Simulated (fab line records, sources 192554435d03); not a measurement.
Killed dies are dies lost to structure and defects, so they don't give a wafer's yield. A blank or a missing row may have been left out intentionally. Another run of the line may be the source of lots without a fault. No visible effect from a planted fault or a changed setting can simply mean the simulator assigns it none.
A single fault, viewed from 2 desks | flow n5_finfet | only its own numbers are on each desk; what lay behind them is given at the end

== AT THE METROLOGY DESK ==
Means of the sampled wafers that have a number, per lot and without regard to the tool the lot ran on: this is what the gauges read. Marked OUT: a lot whose mean sits more than 4 standard deviations from the usual mean, which makes it out of limits; the brackets give that distance. 7 of its 11 readings are shown, namely those furthest out on some lot.
Columns: A = M1_OVL at N5_BEOL_M1_OVL_MEAS_12, usual -0.5 nm; B = DIBL_N at N5_BEOL_M4_RC_MEAS_101, usual 36.6 mV/V; C = IOFF_N at N5_BEOL_M4_RC_MEAS_101, usual 0.17 nA/um; D = ION_P at N5_BEOL_M4_RC_MEAS_101, usual 463 uA/um; E = SS_N at N5_BEOL_M4_RC_MEAS_101, usual 71.6 mV/dec; F = SS_P at N5_BEOL_M4_RC_MEAS_101, usual 73.4 mV/dec; G = VT_N at N5_BEOL_M4_RC_MEAS_101, usual 249 mV
lot  | first seen here | A    | B    | C    | D   | E    | F    | G
L225 | day 6 05:51     | -0.5 | 35.6 | 0.15 | 466 | 71.4 | 72.9 | 250
L226 | day 6 07:15     | 0.9  | 36.0 | 0.15 | 462 | 71.8 | 72.8 | 252
L229 | day 7 01:38     | -0.4 | 37.7 | 0.17 | 457 | 71.3 | 74.2 | 249
L231 | day 7 09:13     | -0.4 | 37.9 | 0.17 | 464 | 72.0 | 73.7 | 251
L235 | day 8 10:59     | -0.7 | 34.8 | 0.13 | 461 | 70.7 | 72.5 | 252
L237 | day 9 07:26     | -0.8 | 37.9 | 0.20 | 471 | 71.3 | 73.7 | 244
L238 | day 9 11:58     | -0.7 | 37.7 | 0.17 | 458 | 71.9 | 73.8 | 251
L239 | day 9 12:21     | -0.2 | 36.1 | 0.15 | 461 | 71.8 | 73.0 | 250
L241 | day 10 00:26    | 0.3  | 34.2 | 0.14 | 458 | 70.8 | 72.7 | 250
L247 | day 11 13:20    | -0.4 | 39.3 | 0.22 | 457 | 72.6 | 74.9 | 245
L248 | day 11 21:19    | -0.2 | 37.2 | 0.20 | 474 | 72.3 | 73.8 | 246
Result from this desk: across the 11 lots, nothing is out of limits.

== AT THE TOOL OWNER'S DESK: litho_track-01 ==
The tool's own readings at N5_BEOL_M1_COAT_05 (resist thk 30 nm): means of the sampled wafers that have a number, for each lot that ran on this tool. Marked OUT: a lot whose mean sits more than 4 standard deviations from the usual mean, which makes it out of limits; the brackets give that distance.
Columns: A = spin_speed_rpm at N5_BEOL_M1_COAT_05, usual 1500.1 rpm
lot  | first seen here | A
L225 | day 6 05:34     | 1498.3
L226 | day 6 06:58     | 1499.2
L231 | day 7 08:56     | 1500.7
L235 | day 8 10:41     | 1500.7
L237 | day 9 07:01     | 1501.3
L238 | day 9 11:34     | 1733.7 (+99 or more) OUT
L239 | day 9 11:56     | 1735.0 (+99 or more) OUT
This desk finds L238, L239 out of limits, L238 being first, at day 9 11:34 (spin_speed_rpm at N5_BEOL_M1_COAT_05). L225, L226, L231, L235, L237 stayed within limits.

== BROUGHT TOGETHER ==
At day 9 11:34, on L238, L239, the tool owner's desk was in a position to raise an alarm.
At the metrology desk, nothing out of limits was observed.
The metrology desk holds a record of L238, L239, inside its limits.
On litho_track-01, each named lot ran N5_BEOL_M1_COAT_05.

== WHAT WAS PUT IN BY THE SIMULATOR ==
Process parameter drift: litho_track-01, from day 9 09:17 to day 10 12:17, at N5_BEOL_M1_COAT_05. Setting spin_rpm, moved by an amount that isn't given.
Lots struck among those shown: L238, L239.
How many hours passed from the start of the fault until each desk's first out-of-limits reading: the tool owner's desk, 2.
